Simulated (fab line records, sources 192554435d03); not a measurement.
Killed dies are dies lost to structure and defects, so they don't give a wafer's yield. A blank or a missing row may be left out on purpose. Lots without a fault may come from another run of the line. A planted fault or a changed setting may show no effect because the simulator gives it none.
Chamber matching | flow n5_finfet | N5_BEOL_M1_ALD_98 on ald_sin-02: 4 sister chambers
The step deposits SiO2, target thk 2.5 nm, pulse time 1 s, co reactant pulse time 1 s. 16 wafers are shown with their chamber, then 8 later ones without.

WAFERS WITH THEIR CHAMBER
wafer  | chamber | heater_power_w (W) | precursor_pulse_height_rel | susceptor_temp_C (C)
L074.1 | 2       | 75                 | 0.968                      | 99.97
L074.2 | 3       | 77                 | 0.998                      | 100.03
L074.4 | 0       | 73                 | 1.018                      | 100.10
L079.1 | 0       | 75                 | 0.994                      | 99.95
L079.3 | 2       | 74                 | 1.046                      | 100.03
L079.4 | 3       | 78                 | 1.014                      | 100.05
L089.1 | 1       | 82                 | 1.012                      | 100.04
L089.3 | 0       | 74                 | 1.023                      | 99.78
L089.4 | 3       | 78                 | 1.001                      | 99.93
L090.1 | 2       | 76                 | 0.964                      | 100.07
L090.4 | 0       | 74                 | 0.989                      | 99.89
L090.6 | 2       | 73                 | 0.992                      | 100.13
L092.4 | 0       | 75                 | 1.001                      | 100.17
L092.5 | 0       | 74                 | 1.006                      | 99.97
L092.6 | 1       | 83                 | 1.004                      | 100.00
L093.3 | 0       | 75                 | 0.986                      | 100.17

SIGNATURES (means of the wafers above)
reading                    | chamber 0 | chamber 1 | chamber 2 | chamber 3 | scatter within a chamber
heater_power_w             | 74.29     | 82.50     | 74.50     | 77.67     | 0.894
precursor_pulse_height_rel | 1.00243   | 1.00800   | 0.99250   | 1.00433   | 0.0217
susceptor_temp_C           | 100.0043  | 100.0200  | 100.0500  | 100.0033  | 0.113
Rule: a wafer's distance from a chamber is the root of the sum, over the readings, of the square of ((its reading less the chamber's mean) divided by the reading's scatter). The wafer belongs to the nearest chamber; if the next one is less than 2 further off, it can't be placed. The scatter: the root of (the sum of the squares of (reading less its chamber's mean) over the shown wafers, divided by (wafers less chambers)).

WAFERS WITHOUT THEIR CHAMBER
wafer  | heater_power_w (W) | precursor_pulse_height_rel | susceptor_temp_C (C)
L093.4 | 73                 | 1.059                      | 99.76
L093.5 | 76                 | 0.989                      | 99.95
L096.1 | 76                 | 1.006                      | 99.91
L096.2 | 75                 | 0.958                      | 100.08
L096.3 | 78                 | 1.025                      | 99.97
L096.4 | 84                 | 1.028                      | 99.98
L096.5 | 76                 | 1.003                      | 100.19
L096.6 | 77                 | 0.990                      | 100.02

WHICH CHAMBER EACH WENT THROUGH
wafer  | from the rows above          | in truth
L093.4 | can't be placed: 0 or 2      | 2
L093.5 | can't be placed: 2 or 3 or 0 | 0
L096.1 | can't be placed: 3 or 0 or 2 | 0
L096.2 | can't be placed: 2 or 0      | 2
L096.3 | 3                            | 3
L096.4 | 1                            | 1
L096.5 | can't be placed: 2 or 3 or 0 | 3
L096.6 | can't be placed: 3 or 2      | 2
Placed correctly: 2 of 8. Can't be placed from these rows: 6 (the true chamber is among the candidates in 6). Placed wrongly: 0.
